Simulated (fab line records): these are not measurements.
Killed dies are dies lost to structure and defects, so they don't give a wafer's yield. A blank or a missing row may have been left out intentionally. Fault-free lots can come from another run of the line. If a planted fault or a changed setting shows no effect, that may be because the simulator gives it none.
fab line records	flow n5Finfet	part 1 of 2: steps 1 to 22 of 35
record lots=5	wafers=15	lastDay=16
route steps=1938 shown BEOL_M4@1023
lots that met no fault: from a run of the same line without faults
startH: start of the lot's first displayed wafer, in hours after the record's first day	waitH: time in hours since the lot's previous step	" same as the row above	L1.1+2: a row that stands for several wafers	- no value present, or no start provided	* or withheld: withheld	< > ~ a bound
route shown NAME@n: names a module that has steps shown in the file, with the first one's number in the route	usual: mean and standard deviation over wafers with no fault	same: alike in all rows	chamber/n: place in a boat	sites: per-site readings	_std_site: their standard deviation	_edge_site: mean of outer sites minus mean of inner sites	radiusMm: how far each site lies from the wafer's centre	mask NAME#n: copy n	behind: the last tool/chamber to shape the wafer	hold: the reason the lot was held/the length of the hold in hours/how it ended	device: whichever transistor did not switch (one of n, p or np)	end of line: the same wafers' tests at the end of the route	a step given without rows: its recipe and nothing more	killed: at the first sort, the dies lost to defects and structure; wafer yield is something else	map: shows each die of a wafer: x if killed, . if not, _ if none is there
set.NAME: the setting the step ran with; set.NAME@STEP: the setting that earlier step ran with	model.NAME: the simulator's own value behind a step, which no gauge read
lots seen at some steps along the route; tables by step, rows by wafer
services: the hour from which a tool's chamber was out of use, counted from the record's first day as startH (under 0 if before that day), plus the number of hours and why
## steps
# step N5_BEOL_M4_PECVD_72
# recipe material=SiO2	targetThkA=160	tempC=400	precursor=TEOS/O2	pressureTorr=5.5	rfW=450	teosFlowSccm=53.8	gas=O2	flowSccm=3000	timeS=18
# usual chamberPressureTorr=5.500/0.014	heaterPowerW=748/95	showerheadPlenumPTorr=8.75/0.038	throttleValvePct=22.7/1.2
lot.wafer	tool	chamber	startH	waitH	chamberPressureTorr	heaterPowerW	showerheadPlenumPTorr	throttleValvePct
L075.1	pecvd-03	1	149.10	0.0	5.501	834	8.73	23.1
L075.2	"	2	"	"	5.486	699	8.71	21.6
L075.4	"	2	"	"	5.506	741	8.72	21.6
L086.3	pecvd-03	2	219.03	0.0	5.484	717	8.72	21.4
L086.5	"	2	"	"	5.475	705	8.74	21.7
L086.6	"	1	"	"	5.497	777	8.75	23.2
L090.2	pecvd-02	1	236.88	0.0	5.487	832	8.85	23.5
L090.3	"	2	"	"	5.497	661	8.76	20.5
L090.5	"	2	"	"	5.500	653	8.80	20.4
L095.3	pecvd-03	2	271.21	0.0	5.492	717	8.75	21.8
L095.5	"	0	"	"	5.489	767	8.74	23.3
L095.6	"	2	"	"	5.509	700	8.71	22.0
L096.1	pecvd-01	2	285.69	0.0	5.502	578	8.79	20.3
L096.5	"	1	"	"	5.520	683	8.73	24.6
L096.6	"	0	"	"	5.528	842	8.78	22.8
# step N5_BEOL_M4_HM_DEP_02
# recipe material=TiN	targetThkA=200	tempC=25	chamberPressurePa=0.49996
# usual throttleValvePct=29.5/1.2
lot.wafer	tool	chamber	startH	waitH	throttleValvePct
L075.1	pvdSputter-02	-	149.90	0.8	28.5
L075.2	"	-	"	"	30.8
L075.4	"	-	"	"	29.2
L086.3	pvdSputter-01	-	221.77	2.7	29.5
L086.5	"	-	"	"	30.4
L086.6	"	-	"	"	27.9
L090.2	pvdSputter-01	-	237.00	0.1	30.8
L090.3	"	-	"	"	28.7
L090.5	"	-	"	"	28.8
L095.3	pvdSputter-03	-	272.22	1.0	29.9
L095.5	"	-	"	"	29.5
L095.6	"	-	"	"	30.3
L096.1	pvdSputter-01	-	287.57	1.9	28.8
L096.5	"	-	"	"	30.8
L096.6	"	-	"	"	27.8
# step N5_BEOL_M4_COAT_61
# recipe resist=SOC	tempC=250	timeS=60	spinRpm=1500	resistThkNm=60
lot.wafer	tool	chamber	startH	waitH
L075.1+2+4	lithoTrack-02	0	150.03	0.1
L086.3+5+6	lithoTrack-02	0	221.90	0.1
L090.2+3+5	lithoTrack-02	0	237.12	0.1
L095.3+5+6	lithoTrack-01	0	272.35	0.1
L096.1+5+6	lithoTrack-02	0	287.69	0.1
# step N5_BEOL_M4_COAT_62
# recipe resist=SiARC	tempC=220	timeS=60	spinRpm=1500	resistThkNm=12
lot.wafer	tool	chamber	startH	waitH
L075.1+2+4	lithoTrack-02	0	-	-
L086.3+5+6	lithoTrack-02	0	-	-
L090.2+3+5	lithoTrack-02	0	-	-
L095.3+5+6	lithoTrack-01	0	-	-
L096.1+5+6	lithoTrack-02	0	-	-
# step N5_BEOL_M4_COAT_73
# recipe resist=underlayer	tempC=205	timeS=60	spinRpm=1500	resistThkNm=5
lot.wafer	tool	chamber	startH	waitH
L075.1+2+4	lithoTrack-02	0	-	-
L086.3+5+6	lithoTrack-02	0	-	-
L090.2+3+5	lithoTrack-02	0	-	-
L095.3+5+6	lithoTrack-01	0	-	-
L096.1+5+6	lithoTrack-02	0	-	-
# step N5_BEOL_M4_COAT_05
# recipe resist=CAR-EUV	spinRpm=1500	resistThkNm=30
lot.wafer	tool	chamber	startH	waitH
L075.1+2+4	lithoTrack-02	0	-	-
L086.3+5+6	lithoTrack-02	0	-	-
L090.2+3+5	lithoTrack-02	0	-	-
L095.3+5+6	lithoTrack-01	0	-	-
L096.1+5+6	lithoTrack-02	0	-	-
# step N5_BEOL_M4_EBR_07
# recipe solvent=PGMEA	ebrWidthMm=1.5
lot.wafer	tool	chamber	startH	waitH
L075.1+2+4	lithoTrack-02	0	-	-
L086.3+5+6	lithoTrack-02	0	-	-
L090.2+3+5	lithoTrack-02	0	-	-
L095.3+5+6	lithoTrack-01	0	-	-
L096.1+5+6	lithoTrack-02	0	-	-
# step N5_BEOL_M4_SOFTBAKE_06
# recipe tempC=110	timeS=60	resist=CAR-EUV
lot.wafer	tool	chamber	startH	waitH
L075.1+2+4	lithoTrack-02	0	-	-
L086.3+5+6	lithoTrack-02	0	-	-
L090.2+3+5	lithoTrack-02	0	-	-
L095.3+5+6	lithoTrack-01	0	-	-
L096.1+5+6	lithoTrack-02	0	-	-
# step N5_BEOL_M4_EXPOSE_08
# recipe maskId=M4	na=0.33	sourceShape=dipole	sigmaInner=0.369	sigmaOuter=0.767	polarization=unpolarized	doseMj=41.25
# usual stageMsdNm=0.910/0.014
lot.wafer	tool	chamber	startH	waitH	mask	stageMsdNm
L075.1	euvScanner-02	0	150.16	-	M4#0	0.926
L075.2	"	0	"	"	M4#0	0.927
L075.4	"	0	"	"	M4#0	0.920
L086.3	euvScanner-02	0	222.05	-	M4#0	0.924
L086.5	"	0	"	"	M4#0	0.923
L086.6	"	0	"	"	M4#0	0.923
L090.2	euvScanner-02	0	237.39	-	M4#0	0.923
L090.3	"	0	"	"	M4#0	0.919
L090.5	"	0	"	"	M4#0	0.921
L095.3	euvScanner-01	0	272.50	-	M4#0	0.906
L095.5	"	0	"	"	M4#0	0.906
L095.6	"	0	"	"	M4#0	0.901
L096.1	euvScanner-02	0	287.95	-	M4#0	0.914
L096.5	"	0	"	"	M4#0	0.914
L096.6	"	0	"	"	M4#0	0.911
# step N5_BEOL_M4_PEB_09
# recipe pebTempC=100	pebTimeS=60	resist=CAR-EUV
lot.wafer	tool	chamber	startH	waitH
L075.1+2+4	lithoTrack-05	0	150.23	0.1
L086.3+5+6	lithoTrack-02	0	222.10	0.0
L090.2+3+5	lithoTrack-02	0	237.45	0.1
L095.3+5+6	lithoTrack-02	0	272.55	0.0
L096.1+5+6	lithoTrack-05	0	288.02	0.1
# step N5_BEOL_M4_DEVELOP_10
# recipe developTimeS=30	developer=TMAH	resist=CAR-EUV	rinseLiquid=surfactantRinse	dry=airSpin	devTempC=23
# same developTimeS=30
lot.wafer	tool	chamber	startH	waitH
L075.1+2+4	lithoTrack-05	0	-	-
L086.3+5+6	lithoTrack-02	0	-	-
L090.2+3+5	lithoTrack-02	0	-	-
L095.3+5+6	lithoTrack-02	0	-	-
L096.1+5+6	lithoTrack-05	0	-	-
# step N5_BEOL_M4_CD_MEAS_11
# recipe targetCdNm=16.79	landingEnergyEv=500	detector=seInlens	polarity=opening
# usual cdNm=16.74/0.26
lot.wafer	tool	chamber	startH	waitH	cdNm
L075.1	cdSem-01	0	150.29	-	16.89
L075.2	"	0	"	"	16.78
L075.4	"	0	"	"	16.90
L086.3	cdSem-01	0	222.17	-	16.20
L086.5	"	0	"	"	16.85
L086.6	"	0	"	"	16.76
L090.2	cdSem-01	0	237.52	-	16.61
L090.3	"	0	"	"	16.39
L090.5	"	0	"	"	16.56
L095.3	cdSem-02	0	272.62	-	16.68
L095.5	"	0	"	"	17.05
L095.6	"	0	"	"	16.89
L096.1	cdSem-02	0	288.09	-	16.81
L096.5	"	0	"	"	16.34
L096.6	"	0	"	"	17.01
# step N5_BEOL_M4_OVL_MEAS_12
# recipe pointsPerWafer=522
# usual M4_OVL=0.1/0.57
lot.wafer	tool	chamber	startH	waitH	M4_OVL[nm]
L075.1	overlay-02	0	150.32	0.0	0.4
L075.2	"	0	"	"	0.4
L075.4	"	0	"	"	0.1
L086.3	overlay-01	0	222.21	0.0	0.0
L086.5	"	0	"	"	-0.1
L086.6	"	0	"	"	-0.4
L090.2	overlay-01	0	237.55	0.0	0.7
L090.3	"	0	"	"	0.6
L090.5	"	0	"	"	0.8
L095.3	overlay-02	0	272.66	0.0	0.8
L095.5	"	0	"	"	0.0
L095.6	"	0	"	"	0.8
L096.1	overlay-01	0	288.12	0.0	0.6
L096.5	"	0	"	"	1.4
L096.6	"	0	"	"	0.5
# step N5_BEOL_M4_INSPECT_13
# recipe mode=adi	inspectInstrument=brightfield
# usual rawDefectCount=415/87
lot.wafer	tool	chamber	startH	waitH	rawDefectCount
L075.1	defectInspect-01	-	150.38	0.1	406
L075.2	"	-	"	"	380
L075.4	"	-	"	"	413
L086.3	defectInspect-01	-	222.26	0.0	381
L086.5	"	-	"	"	335
L086.6	"	-	"	"	312
L090.2	defectInspect-02	-	237.60	0.0	300
L090.3	"	-	"	"	435
L090.5	"	-	"	"	398
L095.3	defectInspect-01	-	272.71	0.0	415
L095.5	"	-	"	"	413
L095.6	"	-	"	"	482
L096.1	defectInspect-01	-	288.17	0.1	470
L096.5	"	-	"	"	326
L096.6	"	-	"	"	298
# step N5_BEOL_M4_DESCUM_16
# recipe chemistry=O2	timeS=7	sourcePowerW=50	biasPowerW=20	pressureMtorr=20	rfFrequencyHz=2.712e+07	tempC=40	resist=CAR-EUV	o2FlowSccm=225
# usual drypumpMotorCurrentA=5.8/0.38	oesProductAu=0.75/0.072	rfVppV=242.7/1.4	showerheadPlenumPTorr=2.06/0.066	throttleValvePct=20.60/0.21
lot.wafer	tool	chamber	startH	waitH	drypumpMotorCurrentA	oesProductAu	rfHoursCounterH	rfVppV	showerheadPlenumPTorr	throttleValvePct
L075.1	rieDiel-06	2	150.42	0.0	5.3	0.72	198	241.4	1.99	20.62
L075.2	"	0	"	"	6.0	0.65	265	244.6	2.13	20.51
L075.4	"	0	"	"	5.9	0.66	-	244.8	2.13	20.50
L086.3	rieDiel-04	2	222.29	0.0	6.4	0.72	200	241.7	1.99	20.36
L086.5	"	3	"	"	5.7	0.72	-	242.9	2.07	20.73
L086.6	"	2	"	"	6.4	0.73	-	241.0	1.98	20.38
L090.2	rieDiel-02	3	237.82	0.2	5.7	0.81	78	245.4	2.23	20.58
L090.3	"	1	"	"	5.6	0.71	221	245.1	2.18	20.86
L090.5	"	3	"	"	5.7	0.82	-	246.3	2.23	20.57
L095.3	rieDiel-02	3	272.74	0.0	5.8	0.80	90	246.3	2.22	20.59
L095.5	"	1	"	"	5.5	0.70	-	242.2	2.17	20.87
L095.6	"	3	"	"	5.7	0.79	-	244.7	2.22	20.60
L096.1	rieDiel-04	1	288.21	0.0	5.4	0.83	97	243.9	2.10	20.43
L096.5	"	0	"	"	6.2	0.75	-	241.9	2.01	20.54
L096.6	"	3	"	"	5.6	0.69	-	243.8	2.06	20.77
# step N5_BEOL_M4_ETCH_74
# recipe chemistry=N2/H2	target=underlayer	targetDepthA=65	maskMaterial=CAR-EUV	timeS=5.2	ionEnergyEv=200	pressureMtorr=30	sourceW=840	biasW=150	n2FlowSccm=200	h2FlowSccm=200	ends=cleared
# usual biasW=150.0/0.44	drypumpMotorCurrentA=5.8/0.38	etchRfOnTimeS=5.19/0.13	oesProductAu=0.64/0.062	rfVppV=523.1/2.5	showerheadPlenumPTorr=2.51/0.076	throttleValvePct=18.02/0.21
lot.wafer	tool	chamber	startH	waitH	biasW	drypumpMotorCurrentA	etchRfOnTimeS	oesProductAu	rfHoursCounterH	rfVppV	showerheadPlenumPTorr	throttleValvePct
L075.1	rieDiel-06	2	150.45	0.0	149.8	5.3	5.13	0.63	198	521.0	2.42	18.09
L075.2	"	0	"	"	150.0	5.9	5.00	0.58	265	523.8	2.58	17.97
L075.4	"	0	"	"	150.5	5.9	5.05	0.57	-	524.1	2.58	17.99
L086.3	rieDiel-04	2	222.33	0.0	150.0	6.4	5.28	0.60	200	520.7	2.43	17.90
L086.5	"	3	"	"	150.3	5.6	5.26	0.61	-	522.1	2.51	18.18
L086.6	"	2	"	"	149.7	6.4	5.24	0.62	-	519.3	2.43	17.88
L090.2	rieDiel-02	3	237.85	0.0	150.1	5.8	5.13	0.69	78	524.3	2.67	17.81
L090.3	"	1	"	"	149.5	5.6	5.23	0.60	222	525.4	2.62	18.15
L090.5	"	3	"	"	149.4	5.7	5.12	0.70	-	531.2	2.67	17.82
L095.3	rieDiel-02	3	272.78	0.0	151.2	5.7	5.18	0.69	90	525.9	2.67	17.83
L095.5	"	1	"	"	149.7	5.6	5.18	0.59	-	524.2	2.62	18.16
L095.6	"	3	"	"	150.9	5.7	5.13	0.69	-	525.1	2.67	17.87
L096.1	rieDiel-04	1	288.24	0.0	149.9	5.4	4.92	0.73	97	522.9	2.56	17.98
L096.5	"	0	"	"	149.5	6.1	5.24	0.64	-	521.2	2.43	17.74
L096.6	"	3	"	"	150.0	5.7	5.22	0.59	-	524.5	2.50	18.20
# step N5_BEOL_M4_ETCH_63
# recipe chemistry=CF4	target=SiARC	targetDepthA=156	maskMaterial=CAR-EUV	timeS=26	ionEnergyEv=80	pressureMtorr=40	sourceW=545	biasW=36	Ar_flow_sccm=100	cf4FlowSccm=100	ends=cleared
# usual biasW=36.01/0.092	drypumpMotorCurrentA=5.8/0.38	etchRfOnTimeS=26.0/0.63	oesProductAu=0.64/0.061	rfVppV=183.7/1.1	showerheadPlenumPTorr=2.12/0.061	throttleValvePct=15.82/0.23
lot.wafer	tool	chamber	startH	waitH	biasW	drypumpMotorCurrentA	etchRfOnTimeS	oesProductAu	rfHoursCounterH	rfVppV	showerheadPlenumPTorr	throttleValvePct
L075.1	rieDiel-06	2	150.47	0.0	36.07	5.3	25.9	0.62	198	182.9	2.05	15.84
L075.2	"	0	"	"	36.03	5.9	25.4	0.58	265	185.2	2.18	15.76
L075.4	"	0	"	"	36.06	5.9	25.5	0.58	-	185.3	2.18	15.77
L086.3	rieDiel-04	2	222.34	0.0	35.88	6.4	26.0	0.62	200	181.9	2.04	15.64
L086.5	"	3	"	"	36.03	5.7	26.0	0.61	-	183.3	2.14	16.02
L086.6	"	2	"	"	35.90	6.4	25.8	0.62	-	183.2	2.04	15.65
L090.2	rieDiel-02	3	237.87	0.0	36.00	5.7	25.2	0.71	78	185.5	2.24	15.48
L090.3	"	1	"	"	36.04	5.5	25.3	0.60	222	185.7	2.21	15.98
L090.5	"	3	"	"	35.87	5.8	25.3	0.71	-	186.3	2.24	15.47
L095.3	rieDiel-02	3	272.79	0.0	35.82	5.7	25.4	0.70	90	185.2	2.23	15.49
L095.5	"	1	"	"	36.02	5.6	25.5	0.60	-	184.8	2.21	16.01
L095.6	"	3	"	"	35.77	5.7	25.5	0.69	-	185.8	2.23	15.50
L096.1	rieDiel-04	1	288.26	0.0	35.97	5.4	24.8	0.73	97	184.9	2.15	15.66
L096.5	"	0	"	"	35.95	6.1	26.7	0.63	-	183.5	2.07	15.71
L096.6	"	3	"	"	36.02	5.6	26.3	0.59	-	183.2	2.13	16.06
# step N5_BEOL_M4_ETCH_64
# recipe chemistry=N2/H2	target=SOC	targetDepthA=750	overetchA=225	maskMaterial=SiARC	tempC=40	timeS=121.9	ionEnergyEv=200	pressureMtorr=30	sourceW=840	biasW=150	n2FlowSccm=200	h2FlowSccm=200
# usual biasW=150.0/0.43	drypumpMotorCurrentA=5.8/0.38	oesProductAu=0.57/0.05	rfVppV=522.9/2.4	showerheadPlenumPTorr=2.51/0.076	throttleValvePct=17.98/0.21
lot.wafer	tool	chamber	startH	waitH	biasW	drypumpMotorCurrentA	oesProductAu	rfHoursCounterH	rfVppV	showerheadPlenumPTorr	throttleValvePct
L075.1	rieDiel-06	2	150.50	0.0	149.8	5.2	0.55	198	520.2	2.42	18.04
L075.2	"	0	"	"	150.4	5.9	0.50	265	526.4	2.58	17.92
L075.4	"	0	"	"	150.3	5.9	0.51	-	524.6	2.58	17.94
L086.3	rieDiel-04	2	222.37	0.0	150.4	6.4	0.55	200	520.4	2.43	17.86
L086.5	"	3	"	"	149.7	5.7	0.54	-	522.7	2.51	18.11
L086.6	"	2	"	"	150.7	6.4	0.55	-	520.8	2.43	17.84
L090.2	rieDiel-02	3	237.90	0.0	150.0	5.8	0.62	78	528.1	2.67	17.77
L090.3	"	1	"	"	149.9	5.6	0.53	222	526.9	2.62	18.11
L090.5	"	3	"	"	149.7	5.8	0.62	-	527.7	2.67	17.78
L095.3	rieDiel-02	3	272.82	0.0	150.0	5.8	0.62	90	527.5	2.67	17.79
L095.5	"	1	"	"	149.9	5.6	0.52	-	525.0	2.62	18.13
L095.6	"	3	"	"	149.3	5.7	0.61	-	528.0	2.67	17.80
L096.1	rieDiel-04	1	288.29	0.0	149.7	5.4	0.63	97	524.5	2.56	17.91
L096.5	"	0	"	"	149.9	6.1	0.56	-	521.5	2.43	17.71
L096.6	"	3	"	"	150.4	5.7	0.52	-	522.2	2.50	18.15
# step N5_BEOL_M4_STRIP_65
# recipe chemistry=N2/H2	tempC=40	n2FlowSccm=200	h2FlowSccm=200	rfFrequencyHz=6e+07
lot.wafer	tool	chamber	startH	waitH
L075.1+2+4	rieDiel-06	2,0,0	150.61	0.1
L086.3+5+6	rieDiel-04	2,3,2	222.48	0.1
L090.2+3+5	rieDiel-02	3,1,3	238.01	0.1
L095.3+5+6	rieDiel-02	3,1,3	272.93	0.1
L096.1+5+6	rieDiel-04	1,0,3	288.40	0.1
# step N5_BEOL_M4_STRIP_75
# recipe chemistry=N2/H2	tempC=40	n2FlowSccm=200	h2FlowSccm=200	rfFrequencyHz=6e+07
lot.wafer	tool	chamber	startH	waitH
L075.1+2+4	rieDiel-06	2,0,0	150.62	0.0
L086.3+5+6	rieDiel-04	2,3,2	222.49	0.0
L090.2+3+5	rieDiel-02	3,1,3	238.02	0.0
L095.3+5+6	rieDiel-02	3,1,3	272.94	0.0
L096.1+5+6	rieDiel-04	1,0,3	288.41	0.0
# step N5_BEOL_M4_STRIP_66
# recipe chemistry=CF4	resist=SiARC	powerW=300	biasPowerW=75	pressureMtorr=50	cf4FlowSccm=150	rfFrequencyHz=6e+07
# usual drypumpMotorCurrentA=5.8/0.38	oesProductAu=0.74/0.065	rfVppV=270.8/1.4	showerheadPlenumPTorr=1.77/0.053	throttleValvePct=13.78/0.23
lot.wafer	tool	chamber	startH	waitH	drypumpMotorCurrentA	oesProductAu	rfHoursCounterH	rfVppV	showerheadPlenumPTorr	throttleValvePct
L075.1	rieDiel-06	2	150.63	0.0	5.3	0.73	198	269.7	1.70	13.76
L075.2	"	0	"	"	6.0	0.66	265	271.6	1.81	13.76
L075.4	"	0	"	"	6.0	0.66	-	272.5	1.81	13.78
L086.3	rieDiel-04	2	222.50	0.0	6.4	0.71	200	268.5	1.71	13.65
L086.5	"	3	"	"	5.6	0.70	-	272.4	1.79	14.01
L086.6	"	2	"	"	6.4	0.71	-	267.9	1.71	13.63
L090.2	rieDiel-02	3	238.03	0.0	5.8	0.80	78	271.9	1.87	13.40
L090.3	"	1	"	"	5.6	0.69	222	273.6	1.85	13.98
L090.5	"	3	"	"	5.7	0.81	-	273.0	1.87	13.42
L095.3	rieDiel-02	3	272.95	0.0	5.7	0.79	90	274.2	1.87	13.44
L095.5	"	1	"	"	5.5	0.68	-	272.2	1.85	14.01
L095.6	"	3	"	"	5.7	0.79	-	274.1	1.86	13.46
L096.1	rieDiel-04	1	288.42	0.0	5.4	0.81	97	271.4	1.80	13.61
L096.5	"	0	"	"	6.2	0.74	-	269.4	1.73	13.66
L096.6	"	3	"	"	5.7	0.69	-	270.3	1.79	14.06
# step N5_BEOL_M4_HM_OPEN_17
# recipe chemistry=Cl2/BCl3	targetDepthA=200	overetchA=60	target=TiN	maskMaterial=SOC	ionEnergyEv=150	pressureMtorr=10	icpW=1000	biasW=126	Cl2_flow_sccm=53.25	bcl3FlowSccm=21.75	Ar_flow_sccm=25
# usual bcl3FlowSccm=21.74/0.061	biasW=126.0/0.39	drypumpMotorCurrentA=5.7/0.39	oesProductAu=0.65/0.087	throttleValvePct=22.22/0.28
lot.wafer	tool	chamber	startH	waitH	bcl3FlowSccm	biasW	drypumpMotorCurrentA	oesProductAu	rfHoursCounterH	throttleValvePct
L075.1	rieMetal-03	1	150.67	0.0	21.63	126.1	5.7	0.83	0	21.65
L075.2	"	0	"	"	21.75	125.3	5.7	0.61	71	22.48
L075.4	"	0	"	"	21.76	125.3	5.7	0.62	-	22.47
L086.3	rieMetal-02	0	222.57	0.1	21.74	126.3	5.9	0.53	-	22.33
L086.5	"	0	"	"	21.74	126.5	5.9	0.54	-	22.32
L086.6	"	1	"	"	21.76	126.0	5.3	0.65	-	22.48
L090.2	rieMetal-03	1	238.07	0.0	21.72	126.0	5.7	0.77	8	21.64
L090.3	"	1	"	"	21.76	125.5	5.7	0.77	-	21.64
L090.5	"	1	"	"	21.72	125.8	5.7	0.77	-	21.66
L095.3	rieMetal-01	0	273.02	0.1	21.83	126.1	5.4	0.72	-	22.06
L095.5	"	0	"	"	21.65	126.0	5.4	0.72	-	22.07
L095.6	"	1	"	"	21.75	125.8	6.5	0.58	-	22.30
L096.1	rieMetal-02	0	288.46	0.0	21.67	126.4	5.9	0.53	108	22.33
L096.5	"	1	"	"	21.90	125.9	5.3	0.64	-	22.49
L096.6	"	0	"	"	21.73	126.5	5.9	0.53	-	22.33
